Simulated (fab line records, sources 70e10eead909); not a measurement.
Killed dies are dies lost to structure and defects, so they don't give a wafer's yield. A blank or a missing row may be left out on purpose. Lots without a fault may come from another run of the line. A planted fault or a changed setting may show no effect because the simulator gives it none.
A struck lot beside a sound one | flow nand_harc | 24 steps out of a route of 1159
Sound: wafers L408.2, L408.5, L408.6. Struck: wafer L416.6. (L416.1, L416.4 of the same lot were not struck and are left out.) The cause comes at the end.
At each step with rows: each side's tool, then ch and its chambers, then its first start. Under that, the readings that differ: sound wafers | struck wafers | difference of the means | sigmas: that difference in standard deviations of wafers without a fault.
alike: readings whose means differ by less than 2 such deviations, and words and numbers that are the same on both sides. not compared: withheld readings, readings that some wafer has no value for, bounds like >300 that may hide the same value, and numbers for which the record gives no deviation and whose values overlap.
The two part at a step that has a row with sigmas, a row that says differs or no value, or rows on one side only. Numbers that don't overlap but have no deviation are shown without sigmas and don't part them. A reading that every wafer of one side lacks parts them only if that side has two wafers or more.

NHARC_P_M0_INSPECT_27:
  sound on defect_inspect-01, day 6 17:02; struck on defect_inspect-02, day 9 08:55
  alike: raw_defect_count
NHARC_P_M0_PRE_CLEAN_31: time 12 s.
  sound on pecvd-02 ch 0,1, day 6 17:07; struck on pecvd-03 ch 0, day 9 09:00
  alike: heater_power_w
NHARC_P_M0_DEP_32: deposits SiCN, target thk 30 nm.
  sound on pecvd-02 ch 0,1, day 6 17:16; struck on pecvd-03 ch 0, day 9 09:07
  alike: heater_power_w
then, 8 steps without rows for these wafers: NHARC_P_M1_DEP_00 (deposits SiOC, target thk 182.5 nm); NHARC_P_M1_DEHYDRATE_01 (time 120 s); NHARC_P_M1_HMDS_02 (time 30 s); NHARC_P_M1_COAT_34 (time 65 s); NHARC_P_M1_COAT_03 (resist thk 90 nm); NHARC_P_M1_SOFTBAKE_04 (time 55 s); NHARC_P_M1_EBR_05; NHARC_P_M1_EXPOSE_06 (exposes mask P M1, target cd 130 nm).
NHARC_P_M1_PEB_07: peb time 65 s.
  sound on litho_track-04 ch 0, day 6 18:19; struck on litho_track-06 ch 0, day 9 10:14
  reading                  | sound             | struck | difference | sigmas
  heater_power_total_W (W) | 156.0 157.1 157.0 | 195.1  | +38.4      | +89
  alike: resist_line_temp_C
then, 1 step without rows for these wafers: NHARC_P_M1_DEVELOP_08 (develop time 35 s).
NHARC_P_M1_CD_MEAS_09: target cd 130 nm.
  sound on cd_sem-02 ch 0, day 6 18:24; struck on cd_sem-03 ch 0, day 9 10:19
  reading    | sound             | struck | difference | sigmas
  cd_nm (nm) | 130.7 130.0 130.2 | 113.5  | -16.8      | -25
NHARC_P_M1_OVL_MEAS_10: pitch 260 nm.
  sound on overlay-02, day 6 18:29; struck on overlay-01, day 9 10:25
  reading           | sound       | struck | difference | sigmas
  overlay_y_nm (nm) | 0.3 0.8 1.0 | -2.1   | -2.8       | -3
  alike: overlay_x_nm
NHARC_P_M1_INSPECT_11:
  sound on defect_inspect-02, day 6 18:32; struck on defect_inspect-01, day 9 10:26
  alike: raw_defect_count
NHARC_P_M1_DESCUM_14: chemistry O2, time 3 s.
  sound on rie_diel-05 ch 0,2, day 6 18:37; struck on rie_diel-06 ch 0, day 9 10:31
  reading               | sound             | struck | difference | sigmas
  oes_product_au (a.u.) | 1.024 1.021 1.019 | 0.994  | -0.027     | -2
  model.P_M1.cd_nm (nm) | 130.8 129.8 131.2 | 113.2  | -17.4      |
  alike: drypump_motor_current_A, rf_vpp_V, showerhead_plenum_p_Torr, throttle_valve_pct
  not compared: rf_hours_counter_h
NHARC_P_M1_ETCH_35: etches the open film in N2/H2, target depth 40 nm, overetch 12 nm, time 43.94 s.
  sound on rie_diel-05 ch 0,2,3, day 6 18:42; struck on rie_diel-06 ch 0, day 9 10:36
  alike: drypump_motor_current_A, oes_product_au, rf_vpp_V, showerhead_plenum_p_Torr, throttle_valve_pct
  not compared: rf_hours_counter_h
NHARC_P_M1_ETCH_15: etches the open film in C4F8/Ar, target depth 182.5 nm, time 91.2 s.
  sound on rie_diel-05 ch 0,2; struck on rie_diel-06 ch 2
  reading      | sound             | struck | difference | sigmas
  rf_vpp_V (V) | 443.6 443.4 441.6 | 437.0  | -5.9       | -2
  alike: oes_product_au
  not compared: rf_hours_counter_h
NHARC_P_M1_CD_MEAS_16:
  sound on cd_sem-03, day 6 18:57; struck on cd_sem-03, day 9 10:49
  reading    | sound             | struck | difference | sigmas
  cd_nm (nm) | 130.6 129.7 130.8 | 113.6  | -16.8      | -18
NHARC_P_M1_STRIP_18: strips in N2/H2.
  sound on rie_diel-06 ch 0,3, day 6 19:03; struck on rie_diel-05 ch 3, day 9 10:53
  reading                | sound                | struck | difference | sigmas
  throttle_valve_pct (%) | 14.183 14.172 14.171 | 14.195 | +0.020     | +2
  alike: drypump_motor_current_A, oes_product_au, rf_vpp_V, showerhead_plenum_p_Torr
  not compared: rf_hours_counter_h
NHARC_P_M1_ETCH_28: etches the open film in CF4/N2, target depth 30 nm, time 72.99 s.
  sound on rie_diel-06 ch 0,1,2; struck on rie_diel-05 ch 1
  reading               | sound           | struck | difference | sigmas
  model.P_M1.cd_nm (nm) | 131.2 130.3 131 | 113.2  | -17.6      |
  alike: drypump_motor_current_A, oes_product_au, rf_vpp_V, showerhead_plenum_p_Torr, throttle_valve_pct
  not compared: rf_hours_counter_h
then, 1 step without rows for these wafers: NHARC_P_M1_STRIP_19 (strips in post etch residue remover, time 600 s).
-- the record jumps here: 13 days lie between the struck wafers' starts before and after (it left off in module P_M1 and takes up again in module END, whose first step shown is number 1159 of the route) --
NHARC_END_SORT_01:
  the record has rows for the struck wafers here (prober-01 ch 0, day 22 18:09) and none for the sound ones

WHERE THEY PART
First at NHARC_P_M1_PEB_07; last, within this record, at NHARC_END_SORT_01.

WHY: what the simulator had put in
Process parameter drift: litho_track-06, from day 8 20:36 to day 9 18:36, at NHARC_P_M1_PEB_07. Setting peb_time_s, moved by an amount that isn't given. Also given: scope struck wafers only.
